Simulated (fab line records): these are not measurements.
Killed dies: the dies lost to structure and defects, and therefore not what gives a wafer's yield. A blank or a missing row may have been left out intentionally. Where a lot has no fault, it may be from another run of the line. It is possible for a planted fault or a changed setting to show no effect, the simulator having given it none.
A lot that was struck, set against a sound lot || flow nand harc || 26 out of 1159 route steps
Sound: the wafers L712.1, L712.3, L712.4. Wafers struck: L707.1, L707.2, L707.5. At the end, the cause is stated.
At each step with rows: each side's tool, then ch and its chambers, then its first start. Under that, the readings that differ: sound wafers || struck wafers || difference of the means || sigmas: that difference in standard deviations of wafers without a fault.
alike: a reading whose means differ by less than 2 such deviations, as well as words and numbers matching on both sides. not compared: withheld readings; readings where some wafer has no value; bounds like >300 that might hide an equal value; numbers whose values overlap and for which the record gives no deviation.
A row with sigmas, a row that says differs or no value, or rows on one side alone: a step with any of these is where the two part. When numbers do not overlap yet have no deviation, they are printed without sigmas and do not part them. Lack of a reading on every wafer of one side parts them only where that side has two or more wafers.

NHARC_P_CONTACT_CD_MEAS_19:
  sound on cd sem-03 at day 10 06:14; struck on cd sem-02 at day 9 07:43
  alike: cd nm
then, 2 steps without rows for these wafers: NHARC_P_CONTACT_STRIP_28 (strips in O2); NHARC_P_CONTACT_STRIP_29 (strips in post etch residue remover, time 1200 s).
NHARC_P_CONTACT_DEGAS_38: time 60 s.
  sound on pvd sputter-01 at day 10 06:58; struck on pvd sputter-02 at day 9 08:27
  alike: heater power w
then, 1 step without rows for these wafers: NHARC_P_CONTACT_PRE_CLEAN_39 (time 19.5 s).
NHARC_P_CONTACT_PVD_32: deposits Ti, target thk 5 nm, time 17.7 s.
  sound on pvd sputter-01; struck on pvd sputter-02
  alike: throttle valve pct
NHARC_P_CONTACT_ALD_22: deposits TiN, target thk 3 nm, pulse time 1 s, ald cycles 150.
  sound on ald metal-04 ch 0,1,3, day 10 07:13; struck on ald metal-04 ch 0,1,3, day 9 08:42
  alike: heater power w, precursor pulse height rel
NHARC_P_CONTACT_CVD_23: deposits W, target thk 200 nm, time 557 s.
  sound: cvd w-01 ch 0,1; struck: cvd w-01 ch 0,1
{"reading": "throttle valve pct (%)", "sound": "8.29 8.13 7.81", "struck": "7.92 7.44 7.42", "difference": -0.48, "sigmas": -2}
  alike: heater power w
NHARC_P_CONTACT_CMP_24: polishes, t overpolish 30 s, target thk 200 nm.
  sound on cmp-04 ch 0,1,3, day 10 15:20; struck on cmp-01 ch 0,1,3, day 9 21:34
  alike: motor current A, overpolish run s, slurry flow ml min, time to endpoint s
after that, 1 step had no rows for these wafers: NHARC_P_CONTACT_SRD_26.
NHARC_P_CONTACT_INSPECT_27:
  sound on defect inspect-02 at day 10 15:44; struck on defect inspect-01 at day 9 21:58
  alike: raw defect count
NHARC_P_M0_DEP_00: deposits SiOC, target thk 150 nm.
  sound on pecvd-02 ch 0,2, day 10 15:48; struck on pecvd-04 ch 0,1,2, day 9 22:05
then, 9 steps without rows for these wafers: NHARC_P_M0_DEHYDRATE_01 (time 120 s); NHARC_P_M0_HMDS_02 (time 30 s); NHARC_P_M0_COAT_33 (time 65 s); NHARC_P_M0_COAT_03 (resist thk 90 nm); NHARC_P_M0_SOFTBAKE_04 (time 55 s); NHARC_P_M0_EBR_05; NHARC_P_M0_EXPOSE_06 (exposes mask P M0, target cd 90 nm); NHARC_P_M0_PEB_07 (peb time 65 s); NHARC_P_M0_DEVELOP_08 (develop time 35 s).
NHARC_P_M0_CD_MEAS_09: the cd target is 90 nm.
  sound on cd sem-02 ch 0, day 10 16:38; struck on cd sem-01 ch 0, day 9 22:44
  alike: cd nm
NHARC_P_M0_OVL_MEAS_10: pitch 180 nm.
  sound on overlay-01 at day 10 16:43; struck on overlay-02 at day 9 22:50
  alike: overlay x nm, overlay y nm
NHARC_P_M0_INSPECT_11:
  sound on defect inspect-01 at day 10 16:46; struck on defect inspect-01 at day 9 22:52
{"reading": "raw defect count", "sound": "7 13 7", "struck": "853 812 850", "difference": "+829", "sigmas": "+99 or more"}
then, 1 step without rows for these wafers: NHARC_P_M0_DESCUM_14 (chemistry O2, time 3 s).
-- jump in the record: it breaks off in module P_M0 and resumes in module END (first step shown: number 1159 of the route), and 14 days separate the struck wafers' starts before and after --
NHARC_END_SORT_01:
  at this point the record logs the struck wafers (prober-01 ch 0, day 23 17:37) and has no rows for the sound ones

WHERE THEY PART
First at NHARC_P_CONTACT_CVD_23; last, within this record, at NHARC_END_SORT_01.

WHY: whatever the simulator had introduced
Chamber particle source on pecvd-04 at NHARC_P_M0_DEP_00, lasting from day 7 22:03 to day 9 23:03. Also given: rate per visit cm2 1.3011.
